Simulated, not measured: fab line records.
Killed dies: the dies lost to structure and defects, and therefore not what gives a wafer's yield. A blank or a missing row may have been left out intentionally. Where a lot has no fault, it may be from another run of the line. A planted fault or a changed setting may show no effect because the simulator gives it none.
fab line records :: flow n5-finfet
[record]
  lots = 5
  wafers = 15
  last-day = 17
route steps=1938 shown GATE_CUT@496 MOL_CONTACT_COAG@517 PASSIVATION@1936
lots that met no fault: taken from a fault-free run of the same line
start-h: start of the lot's first displayed wafer, in hours after the record's first day :: wait-h: hours from the lot's prior step to this one :: " identical to the entry in the row above :: L1.1+2: a single row standing in for several wafers :: - no value, or no start was given :: * or withheld: withheld :: < > ~ a bound
route shown NAME@n: NAME is a module with steps in the file, n the number in the route of the first one :: usual: mean and standard deviation over wafers with no fault :: same: alike in all rows :: chamber/n: place in a boat :: sites: readings site by site :: _std_site: standard deviation of those values :: _edge_site: outer sites' mean less inner sites' :: radius-mm: for every site, how far away it sits from the centre of the wafer :: mask NAME#n: copy n :: behind: tool/chamber where the wafer was last shaped :: hold: why the lot went on hold/how many hours it stayed there/how the hold came to an end :: device: which transistor (n, p or np) failed to switch :: end of line: the route-end tests of the same wafers :: a step given without rows: its recipe and nothing more :: killed: not the wafer's yield, but the dies lost to structure and defects at the first sort :: map: dies across one wafer; x = killed, . = not, _ = none there
set.NAME: the setting the step ran with; set.NAME@STEP: the setting that earlier step ran with :: model.NAME: the simulator's own value behind a step, which no gauge read
lots at some steps of the route; a table a step, a row a wafer
services: the hour from which a tool's chamber was out of use, counted from the record's first day as start-h (under 0 if before that day), plus the number of hours and why
[[steps]]
[step N5_GATE_CUT_HM_OPEN_40]
[recipe]
  chemistry = C4F6/O2
  target = SiO2
  mask-material = SiARC
  target-depth-a = 1390
  time-s = 85.1
  ion-energy-ev = 250
  pressure-mtorr = 30
  source-w = 345
  bias-w = 185
  Ar_flow_sccm = 300
  C4F6_flow_sccm = 10
  O2_flow_sccm = 10
  ends = cleared
[step N5_GATE_CUT_STRIP_41]
[recipe]
  chemistry = CF4
  resist = SiARC
  power-w = 300
  bias-power-w = 75
  pressure-mtorr = 50
  cf4-flow-sccm = 150
  rf-frequency-hz = 6e+07
[step N5_GATE_CUT_STRIP_42]
[recipe]
  chemistry = O2
  power-w = 400
  temp-c = 40
  pressure-mtorr = 30
  rf-frequency-hz = 6e+07
  bias-power-w = 0
  overash-fraction = 0.3
  o2-flow-sccm = 225
[step N5_GATE_CUT_ETCH_19]
[recipe]
  chemistry = CH3F/O2
  target = SiNx
  mask-material = SiO2
  target-depth-a = 537
  time-s = 76.7
  pressure-mtorr = 30
  source-w = 395
  bias-w = 73
  Ar_flow_sccm = 150
  CH3F_flow_sccm = 30
  O2_flow_sccm = 20
  ion-energy-ev = 120
  ends = cleared
[step N5_GATE_CUT_CUT_ETCH_53]
[recipe]
  chemistry = SF6/Cl2
  target = W
  mask-material = SiO2
  target-depth-a = 792
  pressure-mtorr = 8
  icp-w = 900
  bias-w = 80
  SF6_flow_sccm = 40
  Cl2_flow_sccm = 60
  ends = cleared
[step N5_GATE_CUT_CUT_ETCH_54]
[recipe]
  chemistry = Cl2/BCl3
  target = TiN
  mask-material = SiO2
  target-depth-a = 967
  pressure-mtorr = 10
  icp-w = 1000
  bias-w = 126
  Cl2_flow_sccm = 53.25
  bcl3-flow-sccm = 21.75
  Ar_flow_sccm = 25
  ends = cleared
[step N5_GATE_CUT_CUT_ETCH_55]
[recipe]
  chemistry = BCl3
  target = HfO2
  mask-material = SiO2
  target-depth-a = 32
  ion-energy-ev = 30
  pressure-mtorr = 5
  icp-w = 450
  bias-w = 18
  bcl3-flow-sccm = 80
[step N5_GATE_CUT_ETCH_47]
[recipe]
  chemistry = Cl2/BCl3
  target = SiO2
  target-depth-a = 100
  pressure-mtorr = 10
  icp-w = 1000
  bias-w = 126
  Cl2_flow_sccm = 53.25
  bcl3-flow-sccm = 21.75
  Ar_flow_sccm = 25
[step N5_GATE_CUT_VAPOR_ETCH_48]
[recipe]
  chemistry = BCl3/Cl2
  target = TiN
  mode = isotropic
[step N5_GATE_CUT_VAPOR_ETCH_49]
[recipe]
  chemistry = BCl3/Cl2
  target = TiAlC
  mode = isotropic
[step N5_GATE_CUT_VAPOR_ETCH_51]
[recipe]
  chemistry = BCl3/Cl2
  target = HfO2
  mode = isotropic
[step N5_GATE_CUT_STRIP_21]
[recipe]
  chemistry = N2/H2
  time-s = 30
  power-w = 1000
  temp-c = 250
  pressure-mtorr = withheld
  n2-flow-sccm = 1750
  h2-flow-sccm = 3250
[step N5_GATE_CUT_STRIP_29]
[recipe]
  chemistry = post-etch-residue-remover
  time-s = 60
  temp-c = 25
  remover-ph = withheld
  remover-water-wt-pct = withheld
  remover-fluoride-wt-pct = withheld
lot.wafer: L308.3+4+5
tool: wet-bench-02
chamber: 1,3,2
start-h: 108.14
wait-h: 0.0

lot.wafer: L313.1+2+3
tool: wet-bench-01
chamber: 6,3,7
start-h: 145.05
wait-h: 0.1

lot.wafer: L318.2+5+6
tool: wet-bench-01
chamber: 1,0,7
start-h: 170.87
wait-h: 0.1

lot.wafer: L319.1+2+6
tool: wet-bench-01
chamber: 7,0,3
start-h: 173.16
wait-h: 0.1

lot.wafer: L320.1+2+5
tool: wet-bench-01
chamber: 6,1,5
start-h: 179.36
wait-h: 0.1
[step N5_GATE_CUT_SRD_52]
[recipe]
  dry = ipa-marangoni
  time-s = 30
  temp-c = 23
  rinse-liquid = diw
[step N5_GATE_CUT_ALD_22]
[recipe]
  material = SiNx
  target-thk-a = 160
  temp-c = 400
  ald-precursor-family = SiH2I2
  ald-co-reactant = N2/H2-plasma
  pulse-time-s = 1
  ald-cycles = 320
  purge-time-s = 2
  co-reactant-purge-time-s = 2
  pressure-torr = 2
[step N5_GATE_CUT_CMP_23]
[recipe]
  stop-on = SiO2
  t-overpolish-s = 23.4
  post-cmp-clean = alkaline-brush
  down-force-psi = 2.5
  platen-rpm = 51.8
  pad-velocity-m-s = 1.0307
  target-thk-nm = 16
[step N5_GATE_CUT_CMP_43]
[recipe]
  material = SiO2
  post-cmp-clean = rinse-only
[step N5_GATE_CUT_CMP_61]
[recipe]
  stop-on = SiNx
  t-overpolish-s = 3
  post-cmp-clean = alkaline-brush
  down-force-psi = 4
  platen-rpm = 27.09
  pad-velocity-m-s = 0.539
[step N5_MOL_CONTACT_COAG_COAT_103]
[recipe]
  resist = SOC
  temp-c = 250
  time-s = 60
  spin-rpm = 1500
  resist-thk-nm = 80
[step N5_MOL_CONTACT_COAG_COAT_104]
[recipe]
  resist = SiARC
  temp-c = 220
  time-s = 60
  spin-rpm = 1500
  resist-thk-nm = 12
[step N5_MOL_CONTACT_COAG_COAT_58]
[recipe]
  resist = underlayer
  temp-c = 205
  time-s = 60
  spin-rpm = 1500
  resist-thk-nm = 10
[step N5_MOL_CONTACT_COAG_COAT_02]
[recipe]
  resist = CAR-EUV
  spin-rpm = 1500
  resist-thk-nm = 30
[step N5_MOL_CONTACT_COAG_EBR_04]
[recipe]
  solvent = PGMEA
  ebr-width-mm = 1.5
[step N5_MOL_CONTACT_COAG_SOFTBAKE_03]
[recipe]
  temp-c = 110
  time-s = 60
  resist = CAR-EUV
[step N5_MOL_CONTACT_COAG_EXPOSE_05]
[recipe]
  mask-id = CA
  na = 0.33
  source-shape = annular
  sigma-inner = 0.4
  sigma-outer = 0.8
  polarization = unpolarized
  defocus-nm = 0
  dose-mj = 38.25
[step N5_MOL_CONTACT_COAG_PEB_06]
[recipe]
  peb-temp-c = 100
  peb-time-s = 60
  resist = CAR-EUV
[step N5_MOL_CONTACT_COAG_DEVELOP_07]
[recipe]
  develop-time-s = 30
  developer = TMAH
  resist = CAR-EUV
  rinse-liquid = surfactant-rinse
  dry = air-spin
  dev-temp-c = 23
[step N5_MOL_CONTACT_COAG_DESCUM_13]
[recipe]
  chemistry = O2
  time-s = 7
  source-power-w = 50
  bias-power-w = 20
  pressure-mtorr = 20
  rf-frequency-hz = 2.712e+07
  temp-c = 40
  resist = CAR-EUV
  o2-flow-sccm = 225
[step N5_MOL_CONTACT_COAG_ETCH_59]
[recipe]
  chemistry = N2/H2
  target = underlayer
  target-depth-a = 130
  mask-material = CAR-EUV
  time-s = 10.4
  ion-energy-ev = 200
  pressure-mtorr = 30
  source-w = 840
  bias-w = 150
  n2-flow-sccm = 200
  h2-flow-sccm = 200
  ends = cleared
[step N5_MOL_CONTACT_COAG_ETCH_105]
[recipe]
  chemistry = CF4
  target = SiARC
  target-depth-a = 156
  mask-material = CAR-EUV
  time-s = 26
  ion-energy-ev = 80
  pressure-mtorr = 40
  source-w = 545
  bias-w = 36
  Ar_flow_sccm = 100
  cf4-flow-sccm = 100
  ends = cleared
[step N5_MOL_CONTACT_COAG_ETCH_106]
[recipe]
  chemistry = N2/H2
  target = SOC
  target-depth-a = 800
  overetch-a = 160
  mask-material = SiARC
  temp-c = 40
  time-s = 120
  ion-energy-ev = 200
  pressure-mtorr = 30
  source-w = 840
  bias-w = 150
  n2-flow-sccm = 200
  h2-flow-sccm = 200
[step N5_MOL_CONTACT_COAG_STRIP_107]
[recipe]
  chemistry = N2/H2
  temp-c = 40
  n2-flow-sccm = 200
  h2-flow-sccm = 200
  rf-frequency-hz = 6e+07
[step N5_MOL_CONTACT_COAG_STRIP_108]
[recipe]
  chemistry = N2/H2
  temp-c = 40
  n2-flow-sccm = 200
  h2-flow-sccm = 200
  rf-frequency-hz = 6e+07
[step N5_MOL_CONTACT_COAG_CONTACT_ETCH_14]
[recipe]
  chemistry = C4F6/O2
  target = SiO2
  target-depth-a = 275
  overetch-a = 85
  mask-material = SOC
  pressure-mtorr = 30
  source-w = 370
  bias-w = 185
  Ar_flow_sccm = 300
  C4F6_flow_sccm = 16
  O2_flow_sccm = 10
  time-s = 20
  ion-energy-ev = 259.6
[step N5_MOL_CONTACT_COAG_STRIP_109]
[recipe]
  chemistry = C4F6/O2
  resist = SiARC
  rf-frequency-hz = 6e+07
[step N5_MOL_CONTACT_COAG_ETCH_15]
[recipe]
  chemistry = CH3F/O2
  target = SiNx
  target-depth-a = 70
  mask-material = SOC
  stop-on = Si:P
  over-etch-frac = 0.75
  ion-energy-ev = 120
  pressure-mtorr = 30
  source-w = 395
  bias-w = 73
  Ar_flow_sccm = 150
  CH3F_flow_sccm = 30
  O2_flow_sccm = 20
[step N5_PASSIVATION_PROBE_49]
[usual]
  defect-limited-yield = 91.6/1.4
  killed_at_M0_to_M3 = 32/9.5
  killed_at_M4_up = 13/6
  killed-at-contacts = 12/5.6
  killed-at-front-end = 39/11
  killed-at-other = 2.8/2.3
  killed-dies = 99/16
  killed-open = 65/12
  killed-short = 32/7.6
  sort_bin_4_leakage = 0.1/0.88
  sort_bin_5_function = 4.8/0.88
  sort_bin_6_memory = 3.2/0.65
  sort-n-pass = 1077/29
  sort-yield-pct = 91.2/2.5
[same]
  gross-dies = 1180
  killed-at-back-side = 0
  sort_bin_8_speed[%] = 0
lot.wafer: L318.2
tool: prober-01
chamber: -
start-h: 375.47
wait-h: 0.6
defect-limited-yield[%]: 84.1
killed_at_M0_to_M3: 23
killed_at_M4_up: 13
killed-at-contacts: 10
killed-at-front-end: 137
killed-at-other: 5
killed-dies: 188
killed-open: 54
killed-short: 28
sort_bin_4_leakage[%]: 0
sort_bin_5_function[%]: 10.3
sort_bin_6_memory[%]: 3.8
sort-n-pass: 992
sort-yield-pct[%]: 84.1

lot.wafer: L318.5
tool: prober-01
chamber: -
start-h: 375.62
wait-h: 0.8
defect-limited-yield[%]: 81.4
killed_at_M0_to_M3: 37
killed_at_M4_up: 8
killed-at-contacts: 28
killed-at-front-end: 145
killed-at-other: 2
killed-dies: 220
killed-open: 75
killed-short: 40
sort_bin_4_leakage[%]: 0
sort_bin_5_function[%]: 12.7
sort_bin_6_memory[%]: 4.2
sort-n-pass: 960
sort-yield-pct[%]: 81.4

lot.wafer: L318.6
tool: prober-01
chamber: -
start-h: 375.67
wait-h: 0.8
defect-limited-yield[%]: 84.2
killed_at_M0_to_M3: 13
killed_at_M4_up: 8
killed-at-contacts: 20
killed-at-front-end: 142
killed-at-other: 3
killed-dies: 186
killed-open: 54
killed-short: 27
sort_bin_4_leakage[%]: 0
sort_bin_5_function[%]: 10.3
sort_bin_6_memory[%]: 4.1
sort-n-pass: 994
sort-yield-pct[%]: 84.2

lot.wafer: L320.1
tool: prober-01
chamber: -
start-h: 375.72
wait-h: 0.7
defect-limited-yield[%]: 83.5
killed_at_M0_to_M3: 19
killed_at_M4_up: 14
killed-at-contacts: 9
killed-at-front-end: 150
killed-at-other: 3
killed-dies: 195
killed-open: 55
killed-short: 27
sort_bin_4_leakage[%]: 0
sort_bin_5_function[%]: 10.3
sort_bin_6_memory[%]: 5.0
sort-n-pass: 985
sort-yield-pct[%]: 83.5

lot.wafer: L320.2
tool: prober-01
chamber: -
start-h: 375.77
wait-h: 0.8
defect-limited-yield[%]: 83.3
killed_at_M0_to_M3: 30
killed_at_M4_up: 24
killed-at-contacts: 16
killed-at-front-end: 123
killed-at-other: 4
killed-dies: 197
killed-open: 67
killed-short: 34
sort_bin_4_leakage[%]: 0.1
sort_bin_5_function[%]: 11.4
sort_bin_6_memory[%]: 3.7
sort-n-pass: 982
sort-yield-pct[%]: 83.2

lot.wafer: L320.5
tool: prober-01
chamber: -
start-h: 375.92
wait-h: 0.9
defect-limited-yield[%]: 83.1
killed_at_M0_to_M3: 18
killed_at_M4_up: 16
killed-at-contacts: 16
killed-at-front-end: 149
killed-at-other: 1
killed-dies: 200
killed-open: 63
killed-short: 19
sort_bin_4_leakage[%]: 0
sort_bin_5_function[%]: 9.9
sort_bin_6_memory[%]: 4.3
sort-n-pass: 980
sort-yield-pct[%]: 83.1

lot.wafer: L319.1
tool: prober-02
chamber: -
start-h: 398.53
wait-h: 0.0
defect-limited-yield[%]: 84.7
killed_at_M0_to_M3: 32
killed_at_M4_up: 4
killed-at-contacts: 6
killed-at-front-end: 138
killed-at-other: 0
killed-dies: 180
killed-open: 48
killed-short: 28
sort_bin_4_leakage[%]: 0
sort_bin_5_function[%]: 8.7
sort_bin_6_memory[%]: 3.9
sort-n-pass: 1000
sort-yield-pct[%]: 84.7

lot.wafer: L319.2
tool: prober-02
chamber: -
start-h: 398.58
wait-h: 0.1
defect-limited-yield[%]: 83.4
killed_at_M0_to_M3: 35
killed_at_M4_up: 4
killed-at-contacts: 15
killed-at-front-end: 142
killed-at-other: 0
killed-dies: 196
killed-open: 56
killed-short: 30
sort_bin_4_leakage[%]: 0
sort_bin_5_function[%]: 10.6
sort_bin_6_memory[%]: 4.2
sort-n-pass: 984
sort-yield-pct[%]: 83.4

lot.wafer: L319.6
tool: prober-02
chamber: -
start-h: 398.78
wait-h: 0.3
defect-limited-yield[%]: 85.2
killed_at_M0_to_M3: 46
killed_at_M4_up: 4
killed-at-contacts: 3
killed-at-front-end: 121
killed-at-other: 1
killed-dies: 175
killed-open: 45
killed-short: 24
sort_bin_4_leakage[%]: 0
sort_bin_5_function[%]: 9.2
sort_bin_6_memory[%]: 3.5
sort-n-pass: 1005
sort-yield-pct[%]: 85.2
// killed by level:class
L318.2 GATE_CUT:unspecified=102 MOL_CONTACT_COAG:geometric-particle:open=9 BEOL_M4:geometric-particle:open=6 GATE_CUT:geometric-particle:open=5 BEOL_M0_SAQP:geometric-particle:short=5 BEOL_M2:geometric-particle:open=5 BEOL_M3:geometric-particle:open=5 STARTING-WAFER:geometric-particle:open=5
L318.5 GATE_CUT:unspecified=100 MOL_CONTACT_COAG:geometric-particle:open=18 MOL_CONTACT_COAG:geometric-particle:short=10 FIN_SAQP:geometric-particle:open=9 BEOL_M2:geometric-particle:open=9 BEOL_M0_SAQP:geometric-particle:open=8 FIN_SAQP:geometric-particle:short=7 STI_FIN_REVEAL:geometric-particle:open=7
L318.6 GATE_CUT:unspecified=102 MOL_CONTACT_COAG:geometric-particle:open=18 FIN_SAQP:geometric-particle:open=10 FIN_SAQP:geometric-particle:short=7 BEOL_M4:geometric-particle:open=5 STARTING-WAFER:geometric-particle:open=4 BEOL_M0_SAQP:geometric-particle:short=3 STI_FIN_REVEAL:geometric-particle:open=3
L320.1 GATE_CUT:unspecified=113 STI_FIN_REVEAL:geometric-particle:open=10 BEOL_M4:geometric-particle:open=9 FIN_SAQP:geometric-particle:open=7 MOL_CONTACT_COAG:geometric-particle:open=6 BEOL_M0_SAQP:geometric-particle:open=6 FIN_SAQP:geometric-particle:short=5 DUMMY_GATE:geometric-particle:open=5
L320.2 GATE_CUT:unspecified=96 MOL_CONTACT_COAG:geometric-particle:open=13 BEOL_M4:geometric-particle:open=13 BEOL_M0_SAQP:geometric-particle:open=10 BEOL_M0_SAQP:geometric-particle:short=10 FIN_SAQP:geometric-particle:open=8 FIN_SAQP:geometric-particle:short=8 DUMMY_GATE:geometric-particle:open=4
L320.5 GATE_CUT:unspecified=109 MOL_CONTACT_COAG:geometric-particle:open=15 STI_FIN_REVEAL:geometric-particle:open=10 HKMG_FIN:area-etch=9 BEOL_M4:geometric-particle:open=7 DUMMY_GATE:geometric-particle:short=4 GATE_CUT:geometric-particle:open=4 BEOL_M0_SAQP:geometric-particle:open=4
L319.1 GATE_CUT:unspecified=97 STI_FIN_REVEAL:geometric-particle:open=9 BEOL_M3:geometric-particle:open=8 BEOL_M0_SAQP:geometric-particle:open=7 BEOL_M2:geometric-particle:open=7 HKMG_FIN:area-etch=7 FIN_SAQP:geometric-particle:short=6 GATE_CUT:geometric-particle:short=5
L319.2 GATE_CUT:unspecified=110 MOL_CONTACT_COAG:geometric-particle:open=14 BEOL_M0_SAQP:geometric-particle:short=9 FIN_SAQP:geometric-particle:short=8 STI_FIN_REVEAL:geometric-particle:open=6 BEOL_M0_SAQP:geometric-particle:open=6 BEOL_M1:geometric-particle:open=6 FIN_SAQP:geometric-particle:open=5
L319.6 GATE_CUT:unspecified=102 BEOL_M0_SAQP:geometric-particle:short=11 BEOL_M1:geometric-particle:open=9 BEOL_M3:geometric-particle:open=9 BEOL_M2:geometric-particle:open=8 STARTING-WAFER:geometric-particle:short=4 HKMG_FIN:area-etch=4 STI_FIN_REVEAL:geometric-particle:open=3
// map L318.5 (x killed, . not)
_________________............________________
______________x...x......x......_____________
___________.....................x.x__________
__________.....x.....x.....xx....x.._________
________........x.....xx..x.xx....xx.._______
_______....x...x.................x.....______
______........................x.....x..._____
_____..x...x.............x.........x..x..____
____.....x......x.........x..x..x...x.....___
___......................................x.__
___.....x........x...........x.........x...__
__x........x.x.....x.........x.............x_
__......x.............................xx...._
_.....x.x.......xx..........x................
_.x...........x......xx..x...................
_.xx.x...x.......x....x................x.....
_............xx.xxx.x...........x............
_.......x.....xxxxx.xxxx.x.x.........x.......
_.x..x.......xxxxxxxxxxx.x.....x....x..x.....
_..........xxx.xxxxxxx........x..............
_.....x...xxxxxxxxxxxxxxxx..........x........
__xx.......xx.xxxxxxxxxx.......x........x..._
__.......x...xx.xxxxxxxx....x.x.....x...x..._
___.......xxxxxxxxxxxxx.....x........x.....__
___.........xx.x.xxxxx.x...x......xx..xx...__
____......x.....x.x...x...................___
_____..........x...xx.......x........x..x____
______.....x.x..............x....x......_____
_______.......................x.....x..______
________x....x...x........x....x......_______
__________........x.x..........x...._________
___________x............x..........__________
______________......x..........x_____________
_________________...........x________________
// map L319.2 (x killed, . not)
_________________..........x.________________
______________.................._____________
___________........................__________
__________.........................._________
________...........xx.x..............._______
_______...x..x.....................x...______
______.......x.........................._____
_____...x........x..xx................x..____
____..x...........................x....x..___
___....x............x.............x....x...__
___....................x...x.............x.__
__x.......x....x...x.......x...xx.....x....._
__...........................x.......xx..x.._
_...x.xx.....................................
_............................................
_............x.x.x.xx...............x........
_.x..x.....x.xxxx.x.x....x......x....xx....x.
_......x.x...xxxxxxxxxxxxx.....x......x......
_..........xx.xxxxxxxx.x.....................
_...x....x..xxxxxxxxxxxxx........x....xx....x
_.........x.xxxxxxxxxx.x.x...................
__..........xxxxxxxxxxxxx..................._
__x.......xxxxxxxxxxxx.x..............x...x._
___....xx.x..x.xxxxxxx.x...................__
___.....x.x....xxxxxx.x..........x.........__
____.......x.....xxx....x.............x...___
_____.....x..x...x.x.x...................____
______........x...............x....x..x._____
_______.................x...x.....x....______
________.............................._______
__________...............x....xx..x._________
___________...x........x...x...x...__________
______________............x....._____________
_________________............________________
[[services]]
tool: wet-bench-02
chamber: -
start-h: 89.20
hours: 4.8
kind: repair
[[key]]
[first-sign]
  step = N5_PASSIVATION_PROBE_49
  reading = killed-at-front-end
  direction = up
  sigmas = 9.2
  usual = 39
  struck = 139
[effect]
  step = N5_PASSIVATION_PROBE_49
  reading = defect-limited-yield
  direction = down
  sigmas = 5.7
  usual = 91.6
  struck = 83.6
[more-kills-born-at]
  N5_GATE_CUT_STRIP_29@wet-bench-01 = 931
met-at N5_GATE_CUT_STRIP_29
struck-wafers L318.2,L318.5,L318.6,L319.1,L319.2,L319.6,L320.1,L320.2,L320.5
onset-between 145.05 170.87
also-fits time
[fault]
  kind = chamber-particle-source
  tool = wet-bench-01
  chamber = -
  onset-h = 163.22
  steps = N5_GATE_CUT_STRIP_29
  rate-per-visit-cm2 = 0.52802
  end-h = 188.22
